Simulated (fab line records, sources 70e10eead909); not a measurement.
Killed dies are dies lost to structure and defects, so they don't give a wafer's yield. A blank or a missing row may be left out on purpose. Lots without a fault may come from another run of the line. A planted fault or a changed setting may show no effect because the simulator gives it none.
Chamber matching | flow nand_harc | NHARC_A_CONTACT_ALD_18 on ald_metal-01: 4 sister chambers
The step deposits TiN, target thk 3 nm, pulse time 1 s, ald cycles 150. 4 wafers are shown with their chamber, then 7 later ones without.

WAFERS WITH THEIR CHAMBER
wafer  | chamber | heater_power_w (W)
L688.3 | 3       | 1042
L686.6 | 1       | 1081
L690.1 | 0       | 1138
L690.2 | 2       | 1125

WAFERS WITHOUT THEIR CHAMBER
wafer  | heater_power_w (W)
L690.3 | 1005
L698.2 | 1069
L698.5 | 1153
L698.6 | 1118
L699.1 | 1018
L699.3 | 1178
L699.5 | 1202

WHICH CHAMBER EACH WENT THROUGH
wafer  | from the rows above               | in truth
L690.3 | can't be placed: 3 or 1           | 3
L698.2 | can't be placed: 1 or 3 or 2 or 0 | 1
L698.5 | can't be placed: 0 or 2 or 1      | 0
L698.6 | can't be placed: 2 or 0 or 1      | 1
L699.1 | can't be placed: 3 or 1           | 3
L699.3 | can't be placed: 0 or 2 or 1      | 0
L699.5 | can't be placed: 0 or 2 or 1      | 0
Placed correctly: 0 of 7. Can't be placed from these rows: 7 (the true chamber is among the candidates in 7). Placed wrongly: 0.
How it was worked out, from the rows above alone: a wafer's distance from a chamber is the root of the sum, over the readings, of the square of ((its reading less the chamber's mean) divided by the reading's scatter). The wafer belongs to the nearest chamber; if the next one is less than 2 further off, it can't be placed. A chamber's mean is the mean of its shown wafers. The scatter: with one shown wafer a chamber, the root of the mean of the squares of how far each hidden wafer lies from its nearest shown one.
